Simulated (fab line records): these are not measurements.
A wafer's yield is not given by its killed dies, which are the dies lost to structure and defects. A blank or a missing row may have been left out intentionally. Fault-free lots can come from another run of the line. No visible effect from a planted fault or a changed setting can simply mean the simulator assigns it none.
Which of the tools did it? | flow n5 finfet | Sampling: 10 lots, 28 wafers, 6 of 1938 route steps

## WHAT EACH GAUGE READ, for each wafer
N5_ILD0_THK_MEAS_08.
lot  | measured    | on            | thk nm (nm)
L171 | day 4 01:50 | film metro-02 | 138.4 141.4 139.7
L176 | day 5 08:07 | film metro-01 | 139.0 140.4
L178 | day 5 20:43 | film metro-02 | 136.4 137.1
L181 | day 6 16:31 | film metro-02 | 199.1 196.4 198.5
L182 | day 6 20:58 | film metro-02 | 198.1 196.0 196.5
L183 | day 7 01:30 | film metro-01 | 197.1 199.4 197.0
L188 | day 8 10:22 | film metro-01 | 137.5 139.8 137.4
L189 | day 8 16:10 | film metro-01 | 141.2 138.2 137.5
L190 | day 9 02:37 | film metro-02 | 137.3 137.4 138.5
L191 | day 9 02:53 | film metro-01 | 137.4 138.2 138.2

N5_BEOL_M4_RC_MEAS_101.
lot  | measured     | on        | DIBL_N (mV/V)  | DIBL_P (mV/V)  | IOFF_N (nA/um) | IOFF_P (nA/um) | ION_N (uA/um) | ION_P (uA/um) | SS_N (mV/dec)  | SS_P (mV/dec)  | VT_N (mV)   | VT_P (mV)
L171 | day 8 04:20  | prober-02 | 39.8 37.6 38.7 | 40.1 37.1 38.1 | 0.27 0.19 0.21 | 0.34 0.26 0.27 | 711 672 676   | 485 471 470   | 72.3 71.8 71.5 | 74.3 73.2 73.4 | 239 248 245 | -244 -245 -247
L176 | day 9 14:20  | prober-01 | 34.9 33.2      | 34.5 32.8      | 0.15 0.12      | 0.22 0.19      | 683 672       | 473 470       | 70.9 70.8      | 72.8 72.7      | 246 253     | -246 -249
L178 | day 10 04:59 | prober-01 | 38.0 36.7      | 39.6 37.7      | 0.23 0.19      | 0.33 0.27      | 697 677       | 481 471       | 71.9 72.0      | 74.5 74.3      | 246 249     | -240 -242
L188 | day 12 23:11 | prober-01 | 36.6 34.8 35.4 | 38.3 35.2 37.6 | 0.16 0.13 0.15 | 0.25 0.19 0.23 | 679 661 681   | 473 459 470   | 73.0 71.9 71.8 | 73.3 73.0 74.2 | 248 253 251 | -247 -253 -247
L189 | day 13 07:01 | prober-02 | 35.8 35.3 33.0 | 32.8 35.1 32.1 | 0.16 0.15 0.12 | 0.16 0.19 0.16 | 665 659 671   | 450 446 462   | 71.0 71.2 71.2 | 72.8 72.9 71.8 | 249 247 252 | -256 -252 -254
L190 | day 13 03:17 | prober-02 | 36.4 34.7 36.7 | 35.4 33.0 35.2 | 0.16 0.13 0.16 | 0.19 0.17 0.20 | 668 688 681   | 458 471 469   | 71.6 71.2 71.7 | 72.9 72.6 73.6 | 250 250 252 | -252 -251 -248
L191 | day 13 21:49 | prober-01 | 40.5 39.5 38.0 | 41.1 40.5 36.5 | 0.25 0.24 0.18 | 0.29 0.27 0.21 | 671 674 674   | 459 458 455   | 72.9 72.5 72.3 | 75.4 74.9 74.3 | 244 243 248 | -249 -250 -253

## WHAT TOOL EACH LOT RAN ON (gives the tool, then ch and the chambers of the sampled wafers, and finally the start)
lot  | N5_SD_ACTIVATION_RTA_00         | N5_ILD0_CMP_07               | N5_ILD0_ALD_15                   | N5_ILD0_CMP_12
L171 | rtp anneal-02 ch 0, day 3 22:05 | cmp-02 ch 1,2,3, day 4 01:37 | ald sin-03 ch 0,3, day 4 02:34   | cmp-03 ch 1,2, day 4 04:46
L176 | rtp anneal-02 ch 0, day 5 04:23 | cmp-01 ch 2, day 5 07:51     | ald sin-03 ch 0,2, day 5 08:49   | cmp-01 ch 2,3, day 5 11:06
L178 | rtp anneal-01 ch 0, day 5 16:35 | cmp-03 ch 1,2, day 5 20:25   | ald sin-02 ch 2,3, day 5 21:38   | cmp-01 ch 1,2, day 5 23:55
L181 | rtp anneal-01 ch 0, day 6 12:40 | cmp-02 ch 0,2,3, day 6 16:19 | ald sin-01 ch 1,2,3, day 6 17:28 | cmp-02 ch 1,3, day 6 19:42
L182 | rtp anneal-01 ch 0, day 6 16:59 | cmp-02 ch 0,3, day 6 20:40   | ald sin-02 ch 0,3, day 6 21:41   | cmp-03 ch 0,1,3, day 6 23:59
L183 | rtp anneal-02 ch 0, day 6 21:28 | cmp-03 ch 0,1,3, day 7 01:13 | ald sin-01 ch 0,2,3, day 7 02:13 | cmp-03 ch 0,1, day 7 04:26
L188 | rtp anneal-01 ch 0, day 8 06:32 | cmp-03 ch 0,1,3, day 8 10:09 | ald sin-02 ch 0,3, day 8 11:05   | cmp-03 ch 0,3, day 8 13:17
L189 | rtp anneal-01 ch 0, day 8 11:13 | cmp-02 ch 0,2,3, day 8 15:56 | ald sin-01 ch 0,1, day 8 16:53   | cmp-02 ch 0,1,2, day 8 19:07
L190 | rtp anneal-02 ch 0, day 8 20:29 | cmp-02 ch 0,1, day 9 02:19   | ald sin-03 ch 2,3, day 9 03:20   | cmp-02 ch 1,2,3, day 9 05:36
L191 | rtp anneal-02 ch 0, day 8 23:02 | cmp-02 ch 0,1, day 9 02:37   | ald sin-02 ch 0,1,3, day 9 03:35 | cmp-03 ch 1,2, day 9 05:50
- N5_SD_ACTIVATION_RTA_00: time 0 s.
- N5_ILD0_CMP_07: polishes SiO2 flowable, stops on poly-Si, t overpolish 1.18 s, target thk 138.88 nm.
- N5_ILD0_ALD_15: deposits SiNx, target thk 24 nm, pulse time 1 s, ald cycles 480.
- N5_ILD0_CMP_12: polishes SiNx, stops on poly-Si, t overpolish 6 s, target thk 17.67 nm.

## WHAT THE TOOLS THEMSELVES READ (means of the sampled wafers that have a number; where no wafer has one, the mark that the record gives instead)
N5_SD_ACTIVATION_RTA_00.
lot  | tool          | lamp power pct (%) | lamp_zone_6_pct (%) | wafer_temp_C_max
L171 | rtp anneal-02 | 8.93               | 8.898               | 974.4
L176 | rtp anneal-02 | 8.91               | 8.880               | 976.9
L178 | rtp anneal-01 | 8.96               | 8.880               | 977.0
L181 | rtp anneal-01 | 9.02               | 8.856               | 974.3
L182 | rtp anneal-01 | 8.98               | 8.856               | 974.8
L183 | rtp anneal-02 | 8.94               | 8.880               | 974.7
L188 | rtp anneal-01 | 8.93               | 8.902               | 975.7
L189 | rtp anneal-01 | 8.98               | 8.885               | 974.2
L190 | rtp anneal-02 | 8.99               | 8.869               | 975.5
L191 | rtp anneal-02 | 8.97               | 8.851               | 976.7

N5_ILD0_CMP_07.
lot  | tool   | edge zone pressure frac | head pressure psi (psi) | motor current A (A) | pad life wafers | slurry flow ml min
L171 | cmp-02 | 1.002                   | 4.151                   | 13.3                | 1796            | 150.2
L176 | cmp-01 | 1.000                   | 4.144                   | 12.3                | 1243            | 149.9
L178 | cmp-03 | 1.001                   | 4.159                   | 12.2                | 528             | 150.2
L181 | cmp-02 | -                       | -                       | -                   | -               | -
L182 | cmp-02 | -                       | -                       | -                   | -               | -
L183 | cmp-03 | -                       | -                       | -                   | -               | -
L188 | cmp-03 | 1.002                   | 4.141                   | 12.3                | 1034            | 150.0
L189 | cmp-02 | 0.994                   | 4.160                   | 12.6                | 578             | 150.5
L190 | cmp-02 | 1.004                   | 4.142                   | 13.5                | 656             | 150.4
L191 | cmp-02 | 1.000                   | 4.151                   | 14.1                | 661             | 149.7

N5_ILD0_ALD_15.
lot  | tool       | heater power w (W) | precursor pulse height rel
L171 | ald sin-03 | 897                | 1.007
L176 | ald sin-03 | 909                | 1.004
L178 | ald sin-02 | 775                | 1.009
L181 | ald sin-01 | 849                | 0.996
L182 | ald sin-02 | 783                | 0.980
L183 | ald sin-01 | 832                | 1.027
L188 | ald sin-02 | 781                | 0.990
L189 | ald sin-01 | 795                | 0.995
L190 | ald sin-03 | 849                | 0.991
L191 | ald sin-02 | 791                | 1.007

N5_ILD0_CMP_12.
lot  | tool   | edge zone pressure frac | head pressure psi (psi) | motor current A (A) | pad life wafers | slurry flow ml min
L171 | cmp-03 | 1.001                   | 2.497                   | 9.2                 | 170             | 149.6
L176 | cmp-01 | 1.000                   | 2.502                   | 8.8                 | 1268            | 149.5
L178 | cmp-01 | 0.998                   | 2.493                   | 8.6                 | 1382            | 149.9
L181 | cmp-02 | 1.001                   | 2.496                   | 9.7                 | 158             | 150.2
L182 | cmp-03 | 0.998                   | 2.504                   | 8.8                 | 765             | 150.0
L183 | cmp-03 | 0.999                   | 2.502                   | 9.3                 | 800             | 149.5
L188 | cmp-03 | 1.002                   | 2.498                   | 8.7                 | 1056            | 150.3
L189 | cmp-02 | 0.997                   | 2.499                   | 10.2                | 602             | 149.7
L190 | cmp-02 | 1.004                   | 2.498                   | 9.7                 | 692             | 150.4
L191 | cmp-03 | 0.999                   | 2.501                   | 9.2                 | 1177            | 150.3

## THE ANSWER, worked out from the rows above alone
Rule: the usual values come from the lots themselves. The widest of any qualifying gaps counts: lots, ordered by their means at a reading, are off when they make up no more than a third of the lots, leave a main group of 4 or more, and stand apart from it by 3 or more times the standard deviation of that group's means. The tables above print the reading to a certain number of digits; a main group whose means all agree to those digits is not used. Also off: a lot with no number at a reading for which 4 or more lots have one. Any other lot the step has rows for is counted as sound. First the gauges in route order, then the tools' own readings, where a lot's mean is used as printed above. The first step at which some lot is off is used, and at that step the reading that is off furthest; a lot without a number counts as furthest.
Off: L181, L182, L183 (N5_ILD0_THK_MEAS_08, thk nm). The main group: mean 138.5 nm, standard deviation 1.
A tool fits if, at a process step before that reading, it ran every lot that is off, and no sound lot after the first of them. Not tried: the gauges at N5_ILD0_THK_MEAS_08; whatever is off there is also off at N5_ILD0_CMP_07, on other tools, and gauge error can't account for it. None of those tried fits.

## WHAT THE SIMULATOR HAD INSERTED
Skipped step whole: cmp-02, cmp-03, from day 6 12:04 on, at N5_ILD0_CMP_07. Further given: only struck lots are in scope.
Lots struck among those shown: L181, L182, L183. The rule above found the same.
